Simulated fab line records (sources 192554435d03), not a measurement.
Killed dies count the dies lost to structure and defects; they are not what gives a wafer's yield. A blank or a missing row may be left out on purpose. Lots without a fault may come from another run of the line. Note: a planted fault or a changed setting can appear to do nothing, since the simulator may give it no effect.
A lot that was struck, set against a sound lot + flow n5Finfet + 15 steps out of a route of 1938
Sound: the wafers L286.2, L286.4, L286.6. Struck: wafer L279.6 (left out: L279.2, L279.4 of the same lot, which were not struck); the cause appears at the end.
Order at every step that has rows: each side's tool, ch and its chambers, its first start. Under that, the readings that differ: sound wafers + struck wafers + difference of the means + sigmas: that difference in standard deviations of wafers without a fault.
alike: readings whose means differ by less than 2 such deviations, and words and numbers that are the same on both sides. not compared: withheld readings, readings that some wafer has no value for, bounds like >300 that may hide the same value, and numbers for which the record gives no deviation and whose values overlap.
The two part at a step that has a row with sigmas, a row that says differs or no value, or rows on one side only. Numbers that have no deviation but don't overlap get no sigmas and don't part them. A reading missing from all wafers of one side parts the sides only when that side holds two or more wafers.

first, 1 step without rows for these wafers: N5_BEOL_M11_TRENCH_ETCH_37 (etches SiCOH lowk in C4F6/O2, target depth 148.83 nm, time 48 s).
N5_BEOL_M11_ETCH_41: etches SiCN in CH3F/O2, target depth 42.6 nm, time 86 s.
  sound: rieDiel-04 ch 0,3; struck: rieDiel-01 ch 1
| reading                      | sound             | struck | difference | sigmas |
|------------------------------|-------------------|--------|------------|--------|
| oesProductAu (a.u.)          | 0.94 0.69 0.94    | 0.68   | -0.18      | -2     |
| rfVppV (V)                   | 298.2 296.9 298.5 | 294.3  | -3.6       | -2     |
| showerheadPlenumPTorr (Torr) | 2.06 1.98 2.06    | 1.89   | -0.14      | -2     |
  alike: drypumpMotorCurrentA, throttleValvePct
  not compared: rfHoursCounterH
N5_BEOL_M11_STRIP_77: strips in N2/H2, time 10 s.
  sound: rieDiel-04 ch 0,3; struck: rieDiel-01 ch 1
| reading              | sound          | struck | difference | sigmas |
|----------------------|----------------|--------|------------|--------|
| oesProductAu (a.u.)  | 0.94 0.69 0.96 | 0.68   | -0.18      | -2     |
| throttleValvePct (%) | 22.9 23.9 22.9 | 24.1   | +0.9       | +2     |
  alike: drypumpMotorCurrentA, rfVppV, showerheadPlenumPTorr
  not compared: rfHoursCounterH
N5_BEOL_M11_OCD_MEAS_38:
  struck on ocd-01, day 15 05:46; sound on ocd-02, day 17 00:14
  alike: trenchDepthNm
then, 4 steps without rows for these wafers: N5_BEOL_M11_HM_STRIP_39 (strips TiN in peroxide tin strip, target depth 25 nm, time 158 s); N5_BEOL_M11_SRD_40 (time 30 s); N5_BEOL_M11_PRECLEAN_42 (cleans in residue remover, time 60 s); N5_BEOL_M11_SRD_43 (time 30 s).
N5_BEOL_M11_CD_MEAS_35: the cd target is 70 nm.
  struck on cdSem-01, day 15 05:55; sound on cdSem-02, day 17 00:23
  alike: cdNm
N5_BEOL_M11_CURE_72: cures SiCOH lowk, time 120 s.
  sound on uvCure-02 ch 0, day 17 00:29; struck on uvCure-03 ch 0, day 15 06:01
  alike: lampPowerPct, wafer_temp_C_max
N5_BEOL_M11_DEGAS_44: time 60 s.
  struck on pvdSputter-01, day 15 06:21; sound on pvdSputter-01, day 17 01:19
  alike: heaterPowerW
N5_BEOL_M11_PRE_CLEAN_45: time 30 s.
  struck on pvdSputter-01, day 15 06:23; sound on pvdSputter-01, day 17 01:22
  alike: heaterPowerW
N5_BEOL_M11_ALD_74: deposits TaN, target thk 2 nm, pulse time 2 s, purge time 3 s.
  sound on aldMetal-02 ch 0,1,2, day 17 01:26; struck on aldMetal-01 ch 3, day 15 06:28
| reading                                 | sound    | struck | difference | sigmas |
|-----------------------------------------|----------|--------|------------|--------|
| aldCycles                               | 40 40 40 | 29     | -11        |        |
| model.TaN_of_BEOL_M11_ALD_74.thkNm (nm) | 2 2 2    | 1.4    | -0.6       |        |
  alike: heaterPowerW
then, 1 step without rows for these wafers: N5_BEOL_M11_SURFACE_TREAT_76.
N5_PASSIVATION_PROBE_49:
  struck on prober-02, day 17 01:27; sound on prober-02, day 18 20:50
| reading                | sound    | struck | difference | sigmas |
|------------------------|----------|--------|------------|--------|
| killed_at_M4_up        | 33 28 15 | 7      | -18        | -3     |
| sort_bin_4_leakage (%) | 0 0 0    | 0.08   | +0.08      |        |
  alike: defectLimitedYield, killed_at_M0_to_M3, killedAtContacts, killedAtFrontEnd, killedAtOther, killedDies, killedOpen, killedShort, sort_bin_5_function, sort_bin_6_memory, sort_bin_8_speed, sortNPass, sortYieldPct

## WHERE THEY PART
First at N5_BEOL_M11_ETCH_41; last, within this record, at N5_PASSIVATION_PROBE_49.

WHY: what the simulator had put in
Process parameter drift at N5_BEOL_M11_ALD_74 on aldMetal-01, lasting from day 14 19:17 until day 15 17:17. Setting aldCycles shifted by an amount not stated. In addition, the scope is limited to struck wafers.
